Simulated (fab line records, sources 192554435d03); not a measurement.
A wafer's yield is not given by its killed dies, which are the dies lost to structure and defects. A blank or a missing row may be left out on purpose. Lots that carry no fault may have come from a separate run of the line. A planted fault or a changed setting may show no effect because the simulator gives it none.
fab line records	flow n5Finfet
record: lots: 7	wafers: 21
route steps=1938 shown BEOL_M13@1662 BEOL_M14@1762 PASS1_DEP@1831 PASSIVATION@1901
startH: the number of hours between the record's first day and the start of the first shown wafer of the lot	waitH: hours since the lot's step before	" the same as in the row above	L1.1+2: one row covering several wafers at once	- no value present, or no start provided	* or withheld: withheld	< > ~ a bound
route shown NAME@n: names a module that has steps shown in the file, with the first one's number in the route	usual: the fault-free wafers' mean and standard deviation	same: alike in all rows	chamber/n: place in a boat	sites: the reading at each site	_std_site: the values' standard deviation	_edge_site: inner sites' mean taken away from outer sites' mean	radiusMm: how far each site lies from the wafer's centre	mask NAME#n: copy n	behind: tool/chamber where the wafer was last shaped	hold: reason for holding the lot/hours on hold/outcome of the hold	device: the transistor (n, p or np) that didn't switch	end of line: the tests these same wafers got at the end of their route	a step given without rows: its recipe and nothing more	killed: at the first sort, the dies lost to defects and structure; wafer yield is something else	map: per-die view of a wafer (x killed, . not killed, _ where there is no die)
set.NAME: setting as actually run; set.NAME@STEP: the setting as run at that earlier step	model.NAME: the simulator's own value behind a step, which no gauge read
lots run with intentionally changed settings; tables by step, rows by wafer
== steps ==
step: N5_BEOL_M13_COAT_04
recipe: spinRpm: 1625	resistThkNm: 400
lot.wafer	tool	chamber	startH	waitH	set.spinRpm	model.coat_of_BEOL_M13_COAT_04.thkNm
L075.1	lithoTrack-03	0	-	-	1577	406
L075.2	"	0	"	"	1625	400
L075.4	"	0	"	"	1625	400.8
L081.2	lithoTrack-03	0	-	-	1625	399.6
L081.4	"	0	"	"	1625	399
L081.6	"	0	"	"	1625	398.4
L084.1	lithoTrack-03	0	-	-	1625	400
L084.5	"	0	"	"	1488	418.2
L084.6	"	0	"	"	1625	399.6
L086.1	lithoTrack-04	0	-	-	1625	400.8
L086.4	"	0	"	"	1625	400.6
L086.5	"	0	"	"	1745	387
L090.1	lithoTrack-04	0	-	-	1625	403.2
L090.2	"	0	"	"	1625	402
L090.4	"	0	"	"	1625	401.4
L095.1	lithoTrack-03	0	-	-	1625	400.8
L095.2	"	0	"	"	1793	380.4
L095.3	"	0	"	"	1793	380
L096.1	lithoTrack-03	0	-	-	1709	392
L096.2	"	0	"	"	1709	391.4
L096.6	"	0	"	"	1625	401.6
step: N5_BEOL_M13_EBR_06
recipe: solvent: PGMEA	ebrWidthMm: 1.5
step: N5_BEOL_M13_SOFTBAKE_05
recipe: tempC: 130	timeS: 60
step: N5_BEOL_M13_DESCUM_15
recipe: chemistry: O2	timeS: 7.9	sourcePowerW: 50	biasPowerW: 20	pressureMtorr: 20	rfFrequencyHz: 2.712e+07	tempC: 40	o2FlowSccm: 225
step: N5_BEOL_M13_ETCH_59
recipe: chemistry: N2/H2	target: BARC	targetDepthA: 890	overetchA: 267	timeS: 67.9	ionEnergyEv: 200	pressureMtorr: 30	sourceW: 840	biasW: 150	n2FlowSccm: 200	h2FlowSccm: 200
lot.wafer	tool	chamber	startH	waitH	set.spinRpm@BEOL_M13_COAT_04	model.coat_of_BEOL_M13_COAT_04.thkNm
L075.1	rieDiel-01	1	240.84	0.0	1577	322.2
L075.2	"	2	"	"	1625	319.8
L075.4	"	3	"	"	1625	318.6
L081.2	rieDiel-01	1	269.67	0.0	1625	315.8
L081.4	"	3	"	"	1625	316.8
L081.6	"	1	"	"	1625	314.4
L084.1	rieDiel-03	1	296.74	0.0	1625	317.8
L084.5	"	2	"	"	1488	339
L084.6	"	1	"	"	1625	317.2
L086.1	rieDiel-03	3	303.09	0.0	1625	316.2
L086.4	"	2	"	"	1625	322.4
L086.5	"	3	"	"	1745	303.2
L090.1	rieDiel-06	0	350.69	0.0	1625	317.8
L090.2	"	2	"	"	1625	317.6
L090.4	"	3	"	"	1625	316.2
L095.1	rieDiel-03	3	376.51	0.0	1625	317.6
L095.2	"	2	"	"	1793	298.8
L095.3	"	0	"	"	1793	300.4
L096.1	rieDiel-01	2	376.55	0.0	1709	312.6
L096.2	"	3	"	"	1709	310.2
L096.6	"	2	"	"	1625	322.2
step: N5_BEOL_M13_VIA_ETCH_16
recipe: chemistry: C4F8/O2/Ar	target: SiOC	pressureMtorr: 30	sourceW: 3000	biasW: 700	Ar_flow_sccm: 400	C4F8_flow_sccm: 15	O2_flow_sccm: 8	heInnerTorr: 15	heOuterTorr: 30	targetDepthA: 9217	timeS: withheld	ionEnergyEv: 250	ends: cleared
step: N5_BEOL_M13_STRIP_63
recipe: chemistry: N2/H2	powerW: 1000	tempC: 250	h2Frac: 0.65	overashFraction: 0.3	pressureMtorr: 1000	n2FlowSccm: 1750	h2FlowSccm: 3250
usual: stripTimeToEndpointS: 28.2/1.2
lot.wafer	tool	chamber	startH	waitH	set.spinRpm@BEOL_M13_COAT_04	stripTimeToEndpointS
L075.1	plasmaAsher-02	0	241.13	-	1577	30.0
L075.2	"	1	"	"	1625	28.2
L075.4	"	1	"	"	1625	27.3
L081.2	plasmaAsher-02	1	269.96	-	1625	28.7
L081.4	"	0	"	"	1625	27.8
L081.6	"	1	"	"	1625	27.6
L084.1	plasmaAsher-01	0	297.02	-	1625	28.3
L084.5	"	1	"	"	1488	33.5
L084.6	"	0	"	"	1625	27.6
L086.1	plasmaAsher-01	0	303.38	-	1625	29.1
L086.4	"	0	"	"	1625	29.0
L086.5	"	0	"	"	1745	23.7
L090.1	plasmaAsher-01	1	350.98	-	1625	27.3
L090.2	"	0	"	"	1625	29.1
L090.4	"	1	"	"	1625	27.8
L095.1	plasmaAsher-02	1	376.80	-	1625	29.6
L095.2	"	0	"	"	1793	23.0
L095.3	"	0	"	"	1793	25.2
L096.1	plasmaAsher-01	0	376.84	-	1709	27.0
L096.2	"	1	"	"	1709	26.7
L096.6	"	0	"	"	1625	30.3
step: N5_BEOL_M13_ETCH_68
recipe: chemistry: N2/H2	target: SOC	maskMaterial: SiARC	sourceW: 3000	biasW: 350	tempC: 40	timeS: 355	ionEnergyEv: 200	pressureMtorr: 30	n2FlowSccm: 200	h2FlowSccm: 200
lot.wafer	tool	chamber	startH	waitH	set.timeS	model.SiARC_of_BEOL_M13_COAT_66.thkNm
L075.1	rieDiel-03	0	241.94	0.1	355	77
L075.2	"	3	"	"	355	76.6
L075.4	"	2	"	"	355	77.6
L081.2	rieDiel-06	1	270.91	0.1	355	76.6
L081.4	"	0	"	"	355	76.4
L081.6	"	0	"	"	355	77
L084.1	rieDiel-06	2	297.96	0.1	400	71.4
L084.5	"	2	"	"	400	71.2
L084.6	"	3	"	"	355	76.8
L086.1	rieDiel-06	2	304.54	0.1	410.9	70.2
L086.4	"	1	"	"	355	76.4
L086.5	"	0	"	"	355	76.6
L090.1	rieDiel-03	0	351.96	0.1	390.6	74.2
L090.2	"	1	"	"	355	78.2
L090.4	"	3	"	"	355	77
L095.1+3	rieDiel-03	3,0	377.73	0.1	418.3	71.8
L095.2	"	2	"	"	418.3	69.8
L096.1	rieDiel-01	2	378.00	0.1	355	78.2
L096.2	"	3	"	"	301.5	82.6
L096.6	"	0	"	"	355	77
step: N5_BEOL_M14_SPUTTER_43
recipe: material: TaN	targetThkA: 150	tempC: 50	biasV: 168.6	powerW: 15000	chamberPressurePa: 0.12	timeS: 24.19
lot.wafer	tool	chamber	startH	waitH	set.powerW	model.TaN_of_BEOL_M14_SPUTTER_43.thkNm
L075.1+2	pvdSputter-03	-	256.74	0.0	15000	15
L075.4	"	-	"	"	15000	14.8
L081.2	pvdSputter-02	-	278.32	0.0	15000	15
L081.4	"	-	"	"	15000	15.4
L081.6	"	-	"	"	15000	14.8
L084.1	pvdSputter-01	-	309.83	0.0	12340	12.6
L084.5+6	"	-	"	"	15000	14.8
L086.1	pvdSputter-03	-	313.91	0.0	15000	15
L086.4	"	-	"	"	16770	16.8
L086.5	"	-	"	"	16770	17
L090.1	pvdSputter-03	-	363.78	0.0	15000	15.2
L090.2	"	-	"	"	13830	14
L090.4	"	-	"	"	15000	15
L095.1	pvdSputter-03	-	383.74	0.0	15000	14.8
L095.2+3	"	-	"	"	15000	15
L096.1	pvdSputter-02	-	388.30	0.0	15000	14.6
L096.2	"	-	"	"	15000	15
L096.6	"	-	"	"	15000	14.8
step: N5_BEOL_M14_DEP_53
recipe: material: SiCN	targetThkA: 500	tempC: withheld	precursor: 3MS/NH3	pressureTorr: 3	rfW: 675	timeS: 17.8
lot.wafer	tool	chamber	startH	waitH	set.timeS	model.SiCN_of_BEOL_M14_DEP_53.thkNm
L075.1	pecvd-01	1	257.86	0.0	17.8	48.6
L075.2	"	0	"	"	17.8	50.2
L075.4	"	2	"	"	17.8	49.6
L081.2	pecvd-01	2	280.06	0.0	17.8	49
L081.4	"	0	"	"	17.8	50.8
L081.6	"	2	"	"	17.8	49.6
L084.1	pecvd-04	2	311.81	0.0	17.8	49.8
L084.5+6	"	0,1	"	"	19.58	55.4
L086.1+4	pecvd-01	0,1	315.03	0.0	17.8	49.6
L086.5	"	0	"	"	15.46	44
L090.1	pecvd-03	2	364.92	0.0	15.59	43.4
L090.2	"	1	"	"	17.8	49.8
L090.4	"	1	"	"	17.8	50.4
L095.1	pecvd-01	2	384.86	0.0	17.8	50
L095.2	"	0	"	"	15.26	43.2
L095.3	"	1	"	"	15.26	42.6
L096.1	pecvd-01	0	389.42	0.0	19.11	53.4
L096.2	"	2	"	"	19.11	53.2
L096.6	"	0	"	"	17.8	50.6
step: N5_PASSIVATION_PECVD_00
recipe: material: SiO2	targetThkA: 2000	tempC: 400	precursor: SiH4/N2O	pressureTorr: 2.7	rfW: 608	timeS: 11.2
lot.wafer	tool	chamber	startH	waitH	set.timeS	model.SiO2_of_PASSIVATION_PECVD_00.thkNm
L075.1	pecvd-02	1	264.10	0.8	11.2	197.4
L075.2	"	0	"	"	11.2	196.8
L075.4	"	2	"	"	11.2	204.8
L081.2	pecvd-02	1	289.25	0.7	11.2	197.2
L081.4	"	0	"	"	11.2	199.6
L081.6	"	1	"	"	11.2	198.4
L084.1	pecvd-04	1	317.33	0.8	11.2	199.8
L084.5	"	2	"	"	11.2	203.4
L084.6	"	1	"	"	9.57	173.6
L086.1	pecvd-03	1	320.48	0.8	11.2	196.2
L086.4	"	2	"	"	10.64	187.4
L086.5	"	1	"	"	10.64	193.2
L090.1	pecvd-02	0	371.81	0.8	11.2	197.8
L090.2	"	1	"	"	11.2	197.2
L090.4	"	1	"	"	10.04	181.6
L095.1	pecvd-03	1	392.19	0.8	10	179
L095.2	"	0	"	"	11.2	196.6
L095.3	"	2	"	"	11.2	195.6
L096.1	pecvd-02	0	403.43	0.8	11.2	195.6
L096.2	"	1	"	"	10.21	178.6
L096.6	"	0	"	"	10.21	183
step: N5_PASSIVATION_EXPOSE_27
recipe: maskId: PAD	na: 0.55	sourceShape: conventional	sigmaOuter: 0.8	polarization: unpolarized	defocusNm: 0	doseMj: 32.3
lot.wafer	tool	chamber	startH	waitH	mask	set.doseMj
L075.1	krfScanner-02	0	270.99	-	PAD#0	32.3
L075.2+4	"	0	"	"	PAD#0	29.89
L081.2+4+6	krfScanner-02	0	297.19	-	PAD#0	32.3
L084.1+6	krfScanner-01	0	323.79	-	PAD#0	30.9
L084.5	"	0	"	"	PAD#0	32.3
L086.1+5	krfScanner-02	0	330.24	-	PAD#0	32.3
L086.4	"	0	"	"	PAD#0	33.74
L090.1+2	krfScanner-02	0	379.76	-	PAD#0	30.88
L090.4	"	0	"	"	PAD#0	32.3
L095.1+3	krfScanner-01	0	401.25	-	PAD#0	30.19
L095.2	"	0	"	"	PAD#0	32.3
L096.1+2+6	krfScanner-02	0	415.14	-	PAD#0	32.3
step: N5_PASSIVATION_PEB_28
recipe: pebTempC: withheld	pebTimeS: *
step: N5_PASSIVATION_DEVELOP_29
recipe: developTimeS: 60	rinseLiquid: diw	dry: airSpin	devTempC: 21
step: N5_PASSIVATION_HARDBAKE_31
recipe: tempC: 130	timeS: 120
step: N5_PASSIVATION_CD_MEAS_30
recipe: targetCdNm: 4000	landingEnergyEv: 500	detector: seInlens	polarity: opening
usual: cdNm: 3999.9/2.2
lot.wafer	tool	chamber	startH	waitH	set.doseMj@PASSIVATION_EXPOSE_27	cdNm
L075.1	cdSem-02	0	271.16	-	32.3	4003.1
L075.2	"	0	"	"	29.89	3986.6
L075.4	"	0	"	"	29.89	3988.0
L081.2	cdSem-03	0	297.36	-	32.3	3998.0
L081.4	"	0	"	"	32.3	4003.3
L081.6	"	0	"	"	32.3	3999.2
L084.1	cdSem-02	0	323.97	-	30.9	3993.6
L084.5	"	0	"	"	32.3	3999.1
L084.6	"	0	"	"	30.9	3993.2
L086.1	cdSem-01	0	330.42	-	32.3	4000.6
L086.4	"	0	"	"	33.74	4005.2
L086.5	"	0	"	"	32.3	3997.6
L090.1	cdSem-03	0	379.94	-	30.88	3987.8
L090.2	"	0	"	"	30.88	3991.4
L090.4	"	0	"	"	32.3	4003.1
L095.1	cdSem-02	0	401.43	-	30.19	3986.7
L095.2	"	0	"	"	32.3	3999.3
L095.3	"	0	"	"	30.19	3990.3
L096.1	cdSem-03	0	415.32	-	32.3	4003.6
L096.2	"	0	"	"	32.3	3998.3
L096.6	"	0	"	"	32.3	4000.0
== key ==
split: step: N5_BEOL_M13_COAT_04	setting: spinRpm	stated: 1625	by: wafer
response: step: N5_BEOL_M13_COAT_04	reading: model.coat_of_BEOL_M13_COAT_04.thkNm	change: -2	per: 1%	r: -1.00
response: step: N5_BEOL_M13_ETCH_59	reading: model.coat_of_BEOL_M13_COAT_04.thkNm	change: -2.06	per: 1%	r: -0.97
response: step: N5_BEOL_M13_STRIP_63	reading: stripTimeToEndpointS	change: *	per: 1%	r: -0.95
split: step: N5_BEOL_M13_ETCH_68	setting: timeS	stated: 355	by: wafer
response: step: N5_BEOL_M13_ETCH_68	reading: model.SiARC_of_BEOL_M13_COAT_66.thkNm	change: -0.378	per: 1%	r: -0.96
split: step: N5_BEOL_M14_SPUTTER_43	setting: powerW	stated: 15000	by: wafer
response: step: N5_BEOL_M14_SPUTTER_43	reading: model.TaN_of_BEOL_M14_SPUTTER_43.thkNm	change: +0.136	per: 1%	r: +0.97
split: step: N5_BEOL_M14_DEP_53	setting: timeS	stated: 17.8	by: wafer
response: step: N5_BEOL_M14_DEP_53	reading: model.SiCN_of_BEOL_M14_DEP_53.thkNm	change: +0.488	per: 1%	r: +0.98
split: step: N5_PASSIVATION_PECVD_00	setting: timeS	stated: 11.2	by: wafer
response: step: N5_PASSIVATION_PECVD_00	reading: model.SiO2_of_PASSIVATION_PECVD_00.thkNm	change: +1.71	per: 1%	r: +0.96
split: step: N5_PASSIVATION_EXPOSE_27	setting: doseMj	stated: 32.3	by: wafer
response: step: N5_PASSIVATION_CD_MEAS_30	reading: cdNm	change: +1.91	per: 1%	r: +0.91
